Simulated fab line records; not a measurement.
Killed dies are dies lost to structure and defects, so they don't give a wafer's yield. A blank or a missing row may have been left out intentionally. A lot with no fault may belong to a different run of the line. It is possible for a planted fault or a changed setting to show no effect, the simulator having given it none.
Split-lot study	flow n5-finfet	7 lots, 21 wafers read, on a route of 1938 steps

== ON THE SPLIT ==
At N5_BEOL_M2_ILD_DEP_00 (deposits SiOC from DEMS/O2, target thk 79 nm, time 15.3 s), the setting time-s was moved away from the recipe's 15.3 s on 7 of the 21 wafers read, by -11.4% to +6.1%. The other wafers ran this setting at the recipe's value.

The file shows no step between the split and the reading.

== THE READING ==
At N5_BEOL_M2_THK_MEAS_01: M2_ILD_THK, given in nm. Typical for fault-free wafers on this fab line: 79.7 nm, with standard deviation 0.96 nm.

wafer	tool, chamber at the split	time-s as run, s	against the recipe	M2_ILD_THK, nm	against lot-mates on the recipe
L076.1	pecvd-04, 0	14.21	-7.1%	73.3	-6.0
L076.2	pecvd-04, 1	15.3	recipe	79.0	-
L076.3	pecvd-04, 2	15.3	recipe	79.5	-
L077.1	pecvd-02, 2	16.18	+5.8%	84.1	+3.1
L077.4	pecvd-02, 2	15.3	recipe	81.0	-
L077.6	pecvd-02, 1	16.18	+5.8%	84.6	+3.6
L080.2	pecvd-04, 2	15.3	recipe	78.6	-
L080.3	pecvd-04, 1	16.23	+6.1%	83.2	+4.6
L080.5	pecvd-04, 1	16.23	+6.1%	85.5	+6.9
L083.2	pecvd-02, 0	13.55	-11.4%	70.2	-10.1
L083.4	pecvd-02, 0	13.55	-11.4%	71.4	-8.9
L083.6	pecvd-02, 2	15.3	recipe	80.3	-
L084.2	pecvd-04, 2	15.3	recipe	79.4	-
L084.4	pecvd-04, 2	15.3	recipe	80.3	-
L084.6	pecvd-04, 0	15.3	recipe	79.3	-
L093.1	pecvd-02, 1	15.3	recipe	78.5	-
L093.2	pecvd-02, 0	15.3	recipe	79.6	-
L093.4	pecvd-02, 2	15.3	recipe	80.7	-
L094.2	pecvd-04, 1	15.3	recipe	78.2	-
L094.3	pecvd-04, 2	15.3	recipe	79.2	-
L094.4	pecvd-04, 1	15.3	recipe	79.7	-

FIT RESULTS
A straight line over all 21 wafers: M2_ILD_THK changes by +0.792 nm for each +1% of time-s; r = +0.98; the points scatter about the line by 0.83 nm.
The same after taking each lot's own level away (the mean of its wafers on the recipe; 21 wafers): +0.813 nm for each +1%; r = +0.98; scatter 0.81 nm.
Per that fit: largest time-s move, reading shift of 9.3 nm.
Across the lots, their own levels run from 78.60 to 81.00 nm, a range of 2.5 times the standard deviation given above.
Hence the lot-to-lot level has little effect on the slope; both slopes agree.
Check: with one of the wafers moved furthest among these (-11.4%) left out of the fit, the line predicts -9.02 nm for it against its lot-mates. It came out at -10.1 nm against them.

== OTHER SPLITS ON THESE WAFERS ==
Other splits were also applied to these wafers ahead of the reading. Each is held against what the fit with the lots' levels taken away leaves over:
other split on the same wafers	wafers away from the commonest value	r with M2_ILD_THK (lot level and that fit taken away)
N5_BEOL_M1_ETCH_64 source-w	4	+0.26

== THE WHOLE CHAIN: every reading that the file lists as answering this split, in the file's order ==
step	what it does	reading	change (the file's fit)	r (the file's)
N5_BEOL_M2_ILD_DEP_00	deposits SiOC from DEMS/O2, target thk 79 nm, time 15.3 s	SiOC_of_BEOL_M2_ILD_DEP_00.thk-nm (the simulator's own value, which no gauge read)	+0.805 nm for each +1% of the setting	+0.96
N5_BEOL_M2_THK_MEAS_01		M2_ILD_THK	+0.812 for each +1% of the setting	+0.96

== FILE'S OWN FIT ==
M2_ILD_THK changes by +0.812 nm for each +1% of time-s, r = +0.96.
